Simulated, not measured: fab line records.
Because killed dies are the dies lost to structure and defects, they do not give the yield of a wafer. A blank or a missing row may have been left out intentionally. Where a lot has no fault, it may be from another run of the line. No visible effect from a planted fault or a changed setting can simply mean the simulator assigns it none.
fab line records | flow n5-finfet
record lots=9 | wafers=27 | last-day=20
route steps=1938 shown BEOL_M4@1111 BEOL_M11@1557 PASSIVATION@1936
lots with no fault: from the same line, run without faults
start-h: hours from the record's first day to the start of the lot's first wafer shown | wait-h: how many hours have passed since the lot's step before this one | " repeats the value in the row above | L1.1+2: several wafers, shown together as one row | - either no value or no given start | * or withheld: withheld | < > ~ a bound
route shown NAME@n: names a module that has steps shown in the file, with the first one's number in the route | usual: mean/standard deviation taken from wafers without a fault | same: alike in all rows | chamber/n: place in a boat | sites: per-site readings | _std_site: standard deviation across them | _edge_site: the outer-site mean with the inner-site mean subtracted | radius-mm: how far each site lies from the wafer's centre | mask NAME#n: copy n | behind: the most recent tool/chamber to have shaped the wafer | hold: why the lot was held/for how many hours/how that ended | device: the n, p or np transistor that did not switch | end of line: at the end of the route, the tests of the same wafers | where a step has no rows: the recipe by itself | killed: count of dies lost to structure and defects at first sort (not the wafer's yield) | map: shows each die of a wafer: x if killed, . if not, _ if none is there
set.NAME: setting as actually run; set.NAME@STEP: the setting as run at that earlier step | model.NAME: the simulator's own value behind a step, which no gauge read
one table for each step of the route and one row for each wafer, over a sample of lots
services: from which hour (start-h, from the record's first day; less than 0 if before it) a tool's chamber was out of use, for how many hours, and why
## steps
# step N5_BEOL_M4_RC_MEAS_101
# usual DIBL_N=37.1/2.6 | DIBL_P=38/3 | IOFF_N=0.18/0.052 | IOFF_P=0.25/0.06 | ION_N=678/15 | ION_P=467/8.6 | SS_N=71.7/0.73 | SS_P=73.7/0.89 | VT_N=249/4.3 | VT_P=-248/3.8
lot.wafer | tool      | chamber | start-h | wait-h | DIBL_N[mV/V] | DIBL_P[mV/V] | IOFF_N[nA/um] | IOFF_P[nA/um] | ION_N[uA/um] | ION_P[uA/um] | SS_N[mV/dec] | SS_P[mV/dec] | VT_N[mV] | VT_P[mV]
L224.3    | prober-01 | 0       | 231.10  | 0.3    | 33.4         | 34           | 0.13          | 0.20          | 648          | 455          | 72.0         | 72.2         | 254      | -247
L224.4    | "         | 0       | "       | "      | 32.1         | 32           | 0.12          | 0.16          | 659          | 458          | 70.9         | 71.6         | 253      | -252
L224.6    | "         | 0       | "       | "      | 32.3         | 33           | 0.10          | 0.17          | 648          | 454          | 70.4         | 71.5         | 260      | -251
L231.1    | prober-02 | 0       | 265.89  | 0.1    | 37.1         | 39           | 0.18          | 0.24          | 674          | 463          | 72.0         | 74.2         | 250      | -248
L231.2    | "         | 0       | "       | "      | 38.0         | 41           | 0.21          | 0.29          | 686          | 476          | 71.8         | 74.3         | 249      | -247
L231.5    | "         | 0       | "       | "      | 34.7         | 37           | 0.14          | 0.21          | 667          | 463          | 70.5         | 73.3         | 252      | -247
L234.2    | prober-02 | 0       | 312.80  | 0.2    | 35.7         | 36           | 0.15          | 0.21          | 657          | 456          | 70.7         | 73.2         | 250      | -249
L234.4    | "         | 0       | "       | "      | 35.8         | 39           | 0.15          | 0.27          | 663          | 469          | 71.8         | 73.0         | 251      | -248
L234.5    | "         | 0       | "       | "      | 34.1         | 35           | 0.13          | 0.20          | 658          | 461          | 71.4         | 72.5         | 253      | -252
L238.3    | prober-02 | 0       | 316.35  | 0.3    | 38.4         | 40           | 0.22          | 0.28          | 711          | 479          | 72.2         | 73.7         | 246      | -248
L238.5    | "         | 0       | "       | "      | 38.2         | 39           | 0.21          | 0.25          | 687          | 465          | 71.8         | 73.8         | 247      | -250
L238.6    | "         | 0       | "       | "      | 38.4         | 41           | 0.22          | 0.30          | 685          | 471          | 72.6         | 74.4         | 246      | -246
L239.2    | prober-01 | 0       | 317.31  | 0.2    | 34.6         | 36           | 0.12          | 0.22          | 669          | 471          | 71.3         | 73.4         | 256      | -249
L239.4    | "         | 0       | "       | "      | 38.4         | 38           | 0.18          | 0.24          | 671          | 469          | 71.9         | 73.8         | 250      | -248
L239.6    | "         | 0       | "       | "      | 40.5         | 41           | 0.23          | 0.32          | 693          | 476          | 72.6         | 74.8         | 246      | -243
L237.2    | prober-02 | 0       | 323.27  | 0.2    | 36.4         | 36           | 0.15          | 0.20          | 684          | 466          | 71.6         | 73.5         | 252      | -252
L237.3    | "         | 0       | "       | "      | 32.7         | 31           | 0.10          | 0.17          | 666          | 463          | 70.4         | 72.9         | 257      | -253
L237.5    | "         | 0       | "       | "      | 35.0         | 33           | 0.13          | 0.17          | 664          | 455          | 71.5         | 72.6         | 257      | -254
L241.1    | prober-02 | 0       | 326.89  | 0.0    | 36.8         | 38           | 0.15          | 0.25          | 675          | 469          | 71.2         | 73.1         | 253      | -245
L241.2    | "         | 0       | "       | "      | 37.6         | 39           | 0.18          | 0.29          | 680          | 478          | 71.5         | 73.6         | 247      | -245
L241.4    | "         | 0       | "       | "      | 42.1         | 43           | 0.30          | 0.40          | 712          | 482          | 72.6         | 75.5         | 241      | -240
L244.2    | prober-02 | 0       | 351.22  | 0.2    | 38.0         | 38           | 0.18          | 0.25          | 675          | 464          | 72.1         | 73.6         | 250      | -248
L244.3    | "         | 0       | "       | "      | 33.1         | 34           | 0.10          | 0.17          | 655          | 458          | 70.9         | 73.0         | 258      | -255
L244.4    | "         | 0       | "       | "      | 35.1         | 35           | 0.13          | 0.18          | 666          | 455          | 71.4         | 73.5         | 253      | -253
L246.2    | prober-02 | 0       | 367.82  | 0.2    | 36.5         | 39           | 0.19          | 0.26          | 704          | 484          | 71.2         | 74.6         | 244      | -243
L246.3    | "         | 0       | "       | "      | 37.0         | 39           | 0.19          | 0.26          | 674          | 462          | 72.0         | 73.8         | 248      | -248
L246.4    | "         | 0       | "       | "      | 38.3         | 41           | 0.23          | 0.30          | 700          | 477          | 71.3         | 74.7         | 245      | -248
# step N5_BEOL_M11_HM_OPEN_17
# recipe chemistry=Cl2/BCl3 | target-depth-a=200 | overetch-a=60 | target=TiN | mask-material=SOC | ion-energy-ev=150 | pressure-mtorr=10 | icp-w=1000 | bias-w=126 | Cl2_flow_sccm=53.25 | bcl3-flow-sccm=21.75 | Ar_flow_sccm=25
# usual drypump-motor-current-A=5.7/0.37 | oes-product-au=0.66/0.064 | throttle-valve-pct=22.08/0.25
lot.wafer | tool         | chamber | start-h | wait-h | drypump-motor-current-A | oes-product-au | rf-hours-counter-h | throttle-valve-pct
L224.3    | rie-metal-01 | 0       | 295.59  | 0.1    | 5.0                     | 0.66           | -                  | 22.06
L224.4    | "            | 1       | "       | "      | 5.9                     | 0.79           | -                  | 21.74
L224.6    | "            | 1       | "       | "      | 5.9                     | 0.77           | -                  | 21.74
L231.1    | rie-metal-02 | 1       | 327.31  | 0.0    | 6.1                     | 0.75           | 10                 | 22.31
L231.2    | "            | 0       | "       | "      | 6.2                     | 0.58           | 85                 | 22.63
L231.5    | "            | 1       | "       | "      | 6.1                     | 0.75           | -                  | 22.30
L234.2    | rie-metal-01 | 0       | 368.27  | 0.0    | 5.0                     | 0.63           | 53                 | 22.11
L234.4    | "            | 0       | "       | "      | 5.0                     | 0.63           | -                  | 22.09
L234.5    | "            | 0       | "       | "      | 5.0                     | 0.63           | -                  | 22.10
L238.3    | rie-metal-02 | 0       | 376.80  | 0.1    | 6.1                     | 0.56           | -                  | 22.67
L238.5    | "            | 1       | "       | "      | 6.0                     | 0.73           | -                  | 22.33
L238.6    | "            | 0       | "       | "      | 6.1                     | 0.57           | -                  | 22.67
L239.2    | rie-metal-03 | 1       | 377.04  | 0.0    | 5.7                     | 0.61           | 76                 | 22.17
L239.4    | "            | 1       | "       | "      | 5.7                     | 0.61           | -                  | 22.17
L239.6    | "            | 0       | "       | "      | 5.7                     | 0.63           | -                  | 21.87
L237.2    | rie-metal-01 | 1       | 386.65  | 0.0    | 5.9                     | 0.74           | 16                 | 21.79
L237.3    | "            | 0       | "       | "      | 5.0                     | 0.64           | -                  | 22.10
L237.5    | "            | 1       | "       | "      | 5.9                     | 0.74           | -                  | 21.78
L241.1    | rie-metal-03 | 0       | 386.81  | 0.0    | 5.7                     | 0.61           | 58                 | 21.88
L241.2    | "            | 1       | "       | "      | 5.7                     | 0.61           | 77                 | 22.17
L241.4    | "            | 1       | "       | "      | 5.7                     | 0.61           | -                  | 22.16
L244.2    | rie-metal-02 | 1       | 414.56  | 0.1    | 6.0                     | 0.71           | -                  | 22.33
L244.3    | "            | 1       | "       | "      | 6.0                     | 0.72           | -                  | 22.33
L244.4    | "            | 1       | "       | "      | 6.0                     | 0.71           | -                  | 22.35
L246.2    | rie-metal-01 | 0       | 431.40  | 0.0    | 5.0                     | 0.63           | 57                 | 22.10
L246.3    | "            | 1       | "       | "      | 5.9                     | 0.72           | -                  | 21.79
L246.4    | "            | 0       | "       | "      | 5.0                     | 0.64           | -                  | 22.11
# step N5_BEOL_M11_DESCUM_33
# recipe chemistry=O2 | time-s=7.9 | source-power-w=50 | bias-power-w=20 | pressure-mtorr=20 | rf-frequency-hz=2.712e+07 | temp-c=40 | resist=CAR-ArF | o2-flow-sccm=225
# usual drypump-motor-current-A=5.7/0.38 | o2-flow-sccm=225.0/0.68 | oes-product-au=0.82/0.085 | rf-vpp-V=243.2/1.5 | showerhead-plenum-p-Torr=2.10/0.074 | throttle-valve-pct=20.31/0.26
# same time-s=7.9
lot.wafer | tool        | chamber | start-h | wait-h | drypump-motor-current-A | o2-flow-sccm | oes-product-au | rf-hours-counter-h | rf-vpp-V | showerhead-plenum-p-Torr | throttle-valve-pct
L224.3    | rie-diel-06 | 1       | 298.51  | 0.0    | 5.5                     | 225.5        | 1.05           | 0                  | 243.0    | 2.14                     | 19.99
L224.4    | "           | 3       | "       | "      | 5.4                     | 225.6        | 0.87           | 64                 | 241.6    | 2.00                     | 20.12
L224.6    | "           | 1       | "       | "      | 5.5                     | 224.5        | 1.05           | -                  | 241.8    | 2.14                     | 19.99
L231.1    | rie-diel-06 | 2       | 328.46  | 0.0    | 5.2                     | 224.7        | 0.81           | 67                 | 242.4    | 2.10                     | 19.91
L231.2    | "           | 3       | "       | "      | 5.4                     | 225.5        | 0.84           | 73                 | 240.6    | 2.00                     | 20.16
L231.5    | "           | 0       | "       | "      | 6.2                     | 225.1        | 0.77           | -                  | 244.0    | 2.10                     | 20.31
L234.2    | rie-diel-06 | 2       | 370.36  | 0.0    | 5.2                     | 223.5        | 0.81           | 79                 | 244.7    | 2.10                     | 19.90
L234.4    | "           | 0       | "       | "      | 6.2                     | 225.9        | 0.76           | 145                | 243.1    | 2.09                     | 20.34
L234.5    | "           | 2       | "       | "      | 5.2                     | 224.8        | 0.81           | -                  | 243.8    | 2.10                     | 19.91
L239.2    | rie-diel-06 | 1       | 378.21  | 0.1    | 5.5                     | 224.6        | 0.97           | 23                 | 244.7    | 2.13                     | 20.02
L239.4    | "           | 0       | "       | "      | 6.2                     | 224.5        | 0.76           | 147                | 241.9    | 2.09                     | 20.34
L239.6    | "           | 0       | "       | "      | 6.2                     | 225.2        | 0.77           | -                  | 243.4    | 2.09                     | 20.35
L238.3    | rie-diel-06 | 2       | 378.67  | 0.3    | 5.1                     | 225.8        | 0.81           | 81                 | 244.1    | 2.09                     | 19.91
L238.5    | "           | 3       | "       | "      | 5.4                     | 226.1        | 0.83           | -                  | 241.6    | 1.99                     | 20.16
L238.6    | "           | 0       | "       | "      | 6.3                     | 224.4        | 0.76           | -                  | 245.4    | 2.09                     | 20.34
L237.2    | rie-diel-06 | 0       | 387.22  | 0.0    | 6.3                     | 225.8        | 0.75           | 149                | 242.1    | 2.09                     | 20.36
L237.3    | "           | 2       | "       | "      | 5.2                     | 225.4        | 0.81           | 83                 | 244.3    | 2.09                     | 19.92
L237.5    | "           | 2       | "       | "      | 5.2                     | 226.2        | 0.81           | -                  | 244.3    | 2.09                     | 19.92
L241.1    | rie-diel-03 | 2       | 389.99  | 0.3    | 6.3                     | 224.9        | 0.79           | 123                | 244.2    | 2.18                     | 20.29
L241.2    | "           | 1       | "       | "      | 5.7                     | 225.2        | 0.93           | 21                 | 243.4    | 2.15                     | 20.80
L241.4    | "           | 0       | "       | "      | 6.2                     | 225.3        | 0.75           | 175                | 242.1    | 2.11                     | 20.33
L244.2    | rie-diel-02 | 1       | 418.60  | 0.0    | 5.4                     | 224.5        | 0.73           | 197                | 241.2    | 2.00                     | 20.35
L244.3    | "           | 0       | "       | "      | 5.8                     | 223.9        | 0.90           | 53                 | 243.8    | 2.06                     | 20.58
L244.4    | "           | 3       | "       | "      | 5.8                     | 223.7        | 0.70           | 243                | 244.8    | 2.17                     | 20.73
L246.2    | rie-diel-06 | 3       | 432.84  | 0.6    | 5.4                     | 226.2        | 0.81           | 100                | 241.9    | 1.99                     | 20.20
L246.3    | "           | 1       | "       | "      | 5.5                     | 225.0        | 0.94           | 33                 | 242.2    | 2.13                     | 20.04
L246.4    | "           | 0       | "       | "      | 6.3                     | 225.1        | 0.75           | 158                | 241.7    | 2.09                     | 20.36
# step N5_BEOL_M11_STRIP_36
# recipe chemistry=N2/H2 | power-w=450 | temp-c=40 | pressure-mtorr=20 | rf-frequency-hz=6e+07 | overash-fraction=0.3 | bias-power-w=7 | h2-frac=0.5 | n2-flow-sccm=200 | h2-flow-sccm=200
# usual bias-power-w=6.999/0.024 | chamber-pressure-mTorr=20.00/0.04 | drypump-motor-current-A=5.7/0.39 | oes-product-au=0.82/0.085 | rf-vpp-V=59.3/1.7 | showerhead-plenum-p-Torr=2.54/0.098 | throttle-valve-pct=23.5/0.4
lot.wafer | tool        | chamber | start-h | wait-h | bias-power-w | chamber-pressure-mTorr | drypump-motor-current-A | oes-product-au | rf-hours-counter-h | rf-vpp-V | showerhead-plenum-p-Torr | throttle-valve-pct
L224.3    | rie-diel-06 | 1       | 298.78  | 0.0    | 6.972        | 20.03                  | 5.5                     | 1.05           | 1                  | 59.5     | 2.59                     | 22.9
L224.4    | "           | 3       | "       | "      | 7.005        | 20.02                  | 5.4                     | 0.87           | 64                 | 61.0     | 2.45                     | 23.1
L224.6    | "           | 1       | "       | "      | 6.970        | 20.07                  | 5.6                     | 1.03           | -                  | 61.7     | 2.59                     | 22.9
L231.1    | rie-diel-06 | 2       | 328.73  | 0.0    | 7.008        | 20.04                  | 5.2                     | 0.82           | 67                 | 60.0     | 2.58                     | 23.3
L231.2    | "           | 3       | "       | "      | 6.982        | 19.99                  | 5.4                     | 0.85           | 73                 | 55.2     | 2.44                     | 23.1
L231.5    | "           | 0       | "       | "      | 6.987        | 19.96                  | 6.3                     | 0.76           | -                  | 60.8     | 2.51                     | 23.0
L234.2    | rie-diel-06 | 2       | 370.63  | 0.0    | -            | -                      | -                       | -              | -                  | -        | -                        | -
L234.4    | "           | 0       | "       | "      | -            | -                      | -                       | -              | -                  | -        | -                        | -
L234.5    | "           | 2       | "       | "      | -            | -                      | -                       | -              | -                  | -        | -                        | -
L239.2    | rie-diel-06 | 1       | 378.48  | 0.0    | -            | -                      | -                       | -              | -                  | -        | -                        | -
L239.4    | "           | 0       | "       | "      | -            | -                      | -                       | -              | -                  | -        | -                        | -
L239.6    | "           | 0       | "       | "      | -            | -                      | -                       | -              | -                  | -        | -                        | -
L238.3    | rie-diel-06 | 2       | 378.94  | 0.0    | -            | -                      | -                       | -              | -                  | -        | -                        | -
L238.5    | "           | 3       | "       | "      | -            | -                      | -                       | -              | -                  | -        | -                        | -
L238.6    | "           | 0       | "       | "      | -            | -                      | -                       | -              | -                  | -        | -                        | -
L237.2    | rie-diel-06 | 0       | 387.49  | 0.0    | 7.008        | 20.04                  | 6.3                     | 0.75           | 149                | 61.3     | 2.51                     | 23.0
L237.3    | "           | 2       | "       | "      | 7.005        | 19.89                  | 5.2                     | 0.81           | 84                 | 59.6     | 2.57                     | 23.4
L237.5    | "           | 2       | "       | "      | 7.033        | 19.99                  | 5.2                     | 0.81           | -                  | 58.7     | 2.57                     | 23.3
L241.1    | rie-diel-03 | 2       | 390.27  | 0.0    | 6.992        | 20.04                  | 6.3                     | 0.79           | 123                | 58.2     | 2.68                     | 23.8
L241.2    | "           | 1       | "       | "      | 6.960        | 19.98                  | 5.8                     | 0.94           | 21                 | 57.1     | 2.57                     | 23.9
L241.4    | "           | 0       | "       | "      | 6.987        | 19.96                  | 6.2                     | 0.76           | 176                | 59.5     | 2.53                     | 23.2
L244.2    | rie-diel-02 | 1       | 418.87  | 0.0    | 6.980        | 19.99                  | 5.4                     | 0.72           | 197                | 59.4     | 2.43                     | 23.6
L244.3    | "           | 0       | "       | "      | 7.018        | 20.04                  | 5.7                     | 0.89           | 53                 | 59.9     | 2.50                     | 24.3
L244.4    | "           | 3       | "       | "      | 6.969        | 20.05                  | 5.9                     | 0.71           | 243                | 57.1     | 2.60                     | 23.8
L246.2    | rie-diel-06 | 3       | 433.11  | 0.0    | 6.942        | 20.06                  | 5.4                     | 0.82           | 100                | 60.7     | 2.43                     | 23.2
L246.3    | "           | 1       | "       | "      | 7.027        | 20.03                  | 5.5                     | 0.94           | 33                 | 62.5     | 2.58                     | 23.0
L246.4    | "           | 0       | "       | "      | 7.019        | 20.08                  | 6.2                     | 0.77           | 158                | 59.8     | 2.50                     | 23.0
# step N5_BEOL_M11_CD_MEAS_35
# recipe target-cd-nm=70 | polarity=opening
# usual cd-nm=69.7/0.91
lot.wafer | tool      | chamber | start-h | wait-h | cd-nm
L224.3    | cd-sem-01 | -       | 299.16  | 0.0    | 70.4
L224.4    | "         | -       | "       | "      | 69.2
L224.6    | "         | -       | "       | "      | 67.7
L231.1    | cd-sem-03 | -       | 329.10  | 0.0    | 70.3
L231.2    | "         | -       | "       | "      | 71.0
L231.5    | "         | -       | "       | "      | 70.8
L234.2    | cd-sem-01 | -       | 371.01  | 0.0    | 70.3
L234.4    | "         | -       | "       | "      | 70.2
L234.5    | "         | -       | "       | "      | 70.0
L239.2    | cd-sem-02 | -       | 378.86  | 0.0    | 69.0
L239.4    | "         | -       | "       | "      | 69.6
L239.6    | "         | -       | "       | "      | 70.9
L238.3    | cd-sem-02 | -       | 379.32  | 0.0    | 67.6
L238.5    | "         | -       | "       | "      | 68.3
L238.6    | "         | -       | "       | "      | 67.9
L237.2    | cd-sem-02 | -       | 387.87  | 0.0    | 69.7
L237.3    | "         | -       | "       | "      | 70.4
L237.5    | "         | -       | "       | "      | 70.4
L241.1    | cd-sem-03 | -       | 390.64  | 0.0    | 69.3
L241.2    | "         | -       | "       | "      | 69.7
L241.4    | "         | -       | "       | "      | 69.2
L244.2    | cd-sem-02 | -       | 419.25  | 0.0    | 70.9
L244.3    | "         | -       | "       | "      | 69.1
L244.4    | "         | -       | "       | "      | 70.4
L246.2    | cd-sem-02 | -       | 433.49  | 0.0    | 70.3
L246.3    | "         | -       | "       | "      | 69.6
L246.4    | "         | -       | "       | "      | 69.9
# step N5_PASSIVATION_PROBE_49
# usual defect-limited-yield=91.4/1.4 | killed_at_M0_to_M3=34/9.1 | killed_at_M4_up=14/5.2 | killed-at-contacts=12/6.4 | killed-at-front-end=38/11 | killed-at-other=3.7/2.8 | killed-dies=102/17 | killed-on-rim=14/3.9 | killed-open=68/13 | killed-short=32/7.8 | sort_bin_4_leakage=0.05/0.3 | sort_bin_5_function=5.1/1 | sort_bin_6_memory=3.2/0.66 | sort-n-pass=1076/19 | sort-yield-pct=91.2/1.6
# same gross-dies=1180 | killed-at-back-side=0 | sort_bin_8_speed[%]=0
lot.wafer | tool      | chamber | start-h | wait-h | defect-limited-yield[%] | killed_at_M0_to_M3 | killed_at_M4_up | killed-at-contacts | killed-at-front-end | killed-at-other | killed-dies | killed-on-rim | killed-open | killed-short | sort_bin_4_leakage[%] | sort_bin_5_function[%] | sort_bin_6_memory[%] | sort-n-pass | sort-yield-pct[%]
L234.2    | prober-02 | -       | 419.54  | 0.1    | 0                       | 37                 | 1088            | 16                 | 33                  | 6               | 1180        | 152           | 65          | 33           | 0                     | 96.2                   | 3.4                  | 0           | 0
L234.4    | prober-02 | -       | 419.64  | 0.2    | 0                       | 33                 | 1084            | 12                 | 46                  | 5               | 1180        | 152           | 76          | 32           | 0                     | 96.1                   | 3.9                  | 0           | 0
L234.5    | prober-02 | -       | 419.69  | 0.2    | 0                       | 24                 | 1104            | 6                  | 40                  | 6               | 1180        | 152           | 63          | 24           | 0                     | 96.7                   | 3.1                  | 0           | 0
L239.2    | prober-02 | -       | 422.47  | 0.1    | 0                       | 28                 | 1090            | 20                 | 40                  | 2               | 1180        | 152           | 70          | 30           | 0                     | 96.7                   | 2.8                  | 0           | 0
L239.4    | prober-02 | -       | 422.57  | 0.2    | 0                       | 18                 | 1116            | 25                 | 18                  | 3               | 1180        | 152           | 49          | 22           | 0                     | 97.6                   | 2.3                  | 0           | 0
L239.6    | prober-02 | -       | 422.67  | 0.3    | 0                       | 33                 | 1080            | 21                 | 43                  | 3               | 1180        | 152           | 78          | 32           | 0                     | 97.0                   | 2.7                  | 0           | 0
L238.3    | prober-01 | -       | 426.42  | 0.1    | 0                       | 26                 | 1096            | 3                  | 53                  | 2               | 1180        | 152           | 65          | 37           | 0                     | 96.3                   | 3.3                  | 0           | 0
L238.5    | prober-01 | -       | 426.52  | 0.2    | 0                       | 34                 | 1094            | 15                 | 31                  | 6               | 1180        | 152           | 62          | 32           | 0                     | 97.5                   | 2.5                  | 0           | 0
L238.6    | prober-01 | -       | 426.57  | 0.3    | 0                       | 20                 | 1094            | 5                  | 51                  | 10              | 1180        | 152           | 60          | 39           | 0                     | 96.2                   | 3.2                  | 0           | 0
# killed by level:class
L234.2 BEOL_M11:area-ald=1080 BEOL_M2:geometric-particle:open=15 MOL_CONTACT_COAG:geometric-particle:open=12 FIN_SAQP:geometric-particle:open=7 BEOL_M0_SAQP:geometric-particle:open=7 STI_FIN_REVEAL:geometric-particle:open=5 BEOL_M0_SAQP:geometric-particle:short=5 BEOL_M3:geometric-particle:open=5
L234.4 BEOL_M11:area-ald=1069 FIN_SAQP:geometric-particle:open=20 BEOL_M2:geometric-particle:open=12 MOL_CONTACT_COAG:geometric-particle:open=8 BEOL_M4:geometric-particle:open=7 STI_FIN_REVEAL:geometric-particle:open=6 BEOL_M3:geometric-particle:open=6 BEOL_M0_SAQP:geometric-particle:short=5
L234.5 BEOL_M11:area-ald=1093 STI_FIN_REVEAL:geometric-particle:open=12 BEOL_M2:geometric-particle:open=7 FIN_SAQP:geometric-particle:short=6 GATE_CUT:geometric-particle:short=5 MOL_CONTACT_COAG:geometric-particle:open=5 FIN_SAQP:geometric-particle:open=4 BEOL_M0_SAQP:geometric-particle:open=4
L239.2 BEOL_M11:area-ald=1079 MOL_CONTACT_COAG:geometric-particle:open=17 STI_FIN_REVEAL:geometric-particle:open=14 BEOL_M1:geometric-particle:short=7 BEOL_M2:geometric-particle:open=6 BEOL_M4:geometric-particle:open=6 DUMMY_GATE:geometric-particle:open=5 BEOL_M0_SAQP:geometric-particle:short=4
L239.4 BEOL_M11:area-ald=1108 MOL_CONTACT_COAG:geometric-particle:open=18 STI_FIN_REVEAL:geometric-particle:open=7 MOL_CONTACT_COAG:geometric-particle:short=7 BEOL_M0_SAQP:geometric-particle:open=6 BEOL_M1:geometric-particle:open=3 BEOL_M3:geometric-particle:short=3 SPACER0:geometric-particle:short=2
L239.6 BEOL_M11:area-ald=1067 STI_FIN_REVEAL:geometric-particle:open=21 MOL_CONTACT_COAG:geometric-particle:open=18 BEOL_M0_SAQP:geometric-particle:short=11 BEOL_M2:geometric-particle:open=6 BEOL_M0_SAQP:geometric-particle:open=5 FIN_SAQP:geometric-particle:open=3 STI_FIN_REVEAL:geometric-particle:short=3
L238.3 BEOL_M11:area-ald=1075 FIN_SAQP:geometric-particle:open=12 FIN_SAQP:geometric-particle:short=11 STI_FIN_REVEAL:geometric-particle:open=9 BEOL_M4:geometric-particle:open=7 BEOL_M0_SAQP:geometric-particle:short=7 BEOL_M0_SAQP:geometric-particle:open=7 STI_FIN_REVEAL:geometric-particle:short=5
L238.5 BEOL_M11:area-ald=1085 BEOL_M0_SAQP:geometric-particle:short=11 BEOL_M0_SAQP:geometric-particle:open=11 FIN_SAQP:geometric-particle:short=9 MOL_CONTACT_COAG:geometric-particle:open=9 FIN_SAQP:geometric-particle:open=8 STI_FIN_REVEAL:geometric-particle:open=6 MOL_CONTACT_COAG:geometric-particle:short=6
L238.6 BEOL_M11:area-ald=1079 FIN_SAQP:geometric-particle:open=17 FIN_SAQP:geometric-particle:short=16 BEOL_M0_SAQP:geometric-particle:short=6 GATE_CUT:geometric-particle:short=5 MOL_CONTACT_COAG:geometric-particle:open=5 BEOL_M4:geometric-particle:open=5 BEOL_M1:geometric-particle:open=4
## services
tool         | chamber | start-h | hours | kind
rie-metal-02 | 0       | 280.06  | 1.3   | repair
rie-diel-03  | 1       | 291.62  | -     | clean
rie-diel-03  | 1       | 291.62  | -     | consumable-replace:focus-ring
rie-diel-03  | 1       | 291.62  | 13.8  | scheduled-down
rie-diel-03  | 1       | 291.62  | 13.8  | vent-cycle
rie-metal-03 | -       | 319.56  | 0.5   | repair
rie-diel-03  | 1       | 329.37  | 6.6   | repair
rie-metal-02 | -       | 338.13  | 0.9   | repair
rie-diel-03  | 1       | 340.94  | 8.2   | repair
rie-diel-03  | 0       | 353.27  | 4.3   | repair
rie-diel-02  | 0       | 384.42  | 8.9   | repair
rie-diel-02  | 1       | 402.36  | 6.6   | repair
rie-diel-02  | 2       | 408.53  | 8.2   | repair
rie-metal-02 | 0       | 413.65  | -     | clean
rie-metal-02 | 0       | 413.65  | 19.9  | scheduled-down
rie-metal-02 | 0       | 413.65  | 19.9  | vent-cycle
rie-diel-06  | -       | 416.45  | 15.6  | pm
rie-diel-03  | 1       | 423.86  | 10.7  | repair
## key
first-sign step=N5_BEOL_M11_STRIP_36 | reading=tool-record | direction=missing
effect step=N5_PASSIVATION_PROBE_49 | reading=killed_at_M4_up | direction=up | sigmas=99+ | usual=14 | struck=1094
more-kills-born-at N5_BEOL_M11_ALD_74@ald-metal-02=6481 | N5_BEOL_M11_ALD_74@ald-metal-01=3254
met-at N5_BEOL_M11_STRIP_36
struck-lots L234,L238,L239
later-rows-left-out L234.2,L234.4,L234.5,L238.3,L238.5,L238.6,L239.2,L239.4,L239.6
not-acting-at N5_BEOL_M11_HM_OPEN_17,N5_BEOL_M11_DESCUM_33,N5_BEOL_M11_CD_MEAS_35
onset-between 328.73 370.63
fault kind=skipped-step-whole | tool=rie-diel-06 | chamber=- | onset-h=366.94 | steps=N5_BEOL_M11_STRIP_36 | scope=struck-lots-only
# later-rows-left-out: the simulator's readings of these wafers behind a module that went badly wrong aren't trusted and aren't shown, but for the sort
